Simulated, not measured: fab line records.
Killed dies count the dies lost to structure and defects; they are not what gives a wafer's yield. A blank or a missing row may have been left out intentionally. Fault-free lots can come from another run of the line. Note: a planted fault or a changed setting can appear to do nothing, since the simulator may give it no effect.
Chamber matching :: flow n5 finfet :: 4 sister chambers for N5_BEOL_M7_STRIP_67 on rie diel-02
The step strips in CF4. 8 wafers are shown with their chamber, then 7 later ones without.

== WAFERS PAIRED WITH THEIR CHAMBERS ==
wafer: L074.6
chamber: 0
drypump motor current A (A): 4.8
showerhead plenum p Torr (Torr): 1.84

wafer: L080.5
chamber: 0
drypump motor current A (A): 4.8
showerhead plenum p Torr (Torr): 1.83

wafer: L080.6
chamber: 1
drypump motor current A (A): 5.6
showerhead plenum p Torr (Torr): 1.71

wafer: L086.1
chamber: 3
drypump motor current A (A): 5.9
showerhead plenum p Torr (Torr): 1.72

wafer: L086.4
chamber: 1
drypump motor current A (A): 5.6
showerhead plenum p Torr (Torr): 1.71

wafer: L086.6
chamber: 2
drypump motor current A (A): 6.1
showerhead plenum p Torr (Torr): 1.74

wafer: L088.2
chamber: 2
drypump motor current A (A): 6.0
showerhead plenum p Torr (Torr): 1.74

wafer: L088.4
chamber: 3
drypump motor current A (A): 5.9
showerhead plenum p Torr (Torr): 1.71

== WAFERS WHOSE CHAMBER IS MISSING ==
wafer: L088.5
drypump motor current A (A): 6.0
showerhead plenum p Torr (Torr): 1.74

wafer: L091.1
drypump motor current A (A): 4.8
showerhead plenum p Torr (Torr): 1.82

wafer: L091.4
drypump motor current A (A): 5.9
showerhead plenum p Torr (Torr): 1.71

wafer: L091.6
drypump motor current A (A): 4.8
showerhead plenum p Torr (Torr): 1.82

wafer: L094.1
drypump motor current A (A): 6.0
showerhead plenum p Torr (Torr): 1.73

wafer: L094.4
drypump motor current A (A): 4.8
showerhead plenum p Torr (Torr): 1.82

wafer: L094.5
drypump motor current A (A): 6.0
showerhead plenum p Torr (Torr): 1.73

== EACH ONE'S CHAMBER ==
wafer: L088.5
from the rows above: 2
in truth: 2

wafer: L091.1
from the rows above: 0
in truth: 0

wafer: L091.4
from the rows above: 3
in truth: 3

wafer: L091.6
from the rows above: 0
in truth: 0

wafer: L094.1
from the rows above: can't be placed: 2 or 3
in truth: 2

wafer: L094.4
from the rows above: 0
in truth: 0

wafer: L094.5
from the rows above: can't be placed: 2 or 3
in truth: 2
Correctly placed: 5 of 7. Can't be placed from these rows: 2 (the true chamber is among the candidates in 2). Number placed wrongly: 0.
How it was worked out, from the rows above alone: a wafer's distance from a chamber is the root of the sum, over the readings, of the square of ((its reading less the chamber's mean) divided by the reading's scatter). The wafer belongs to the nearest chamber; if the next one is less than 2 further off, it can't be placed. A chamber's mean is the mean of its shown wafers. The scatter: the root of (the sum of the squares of (reading less its chamber's mean) over the shown wafers, divided by (wafers less chambers)).
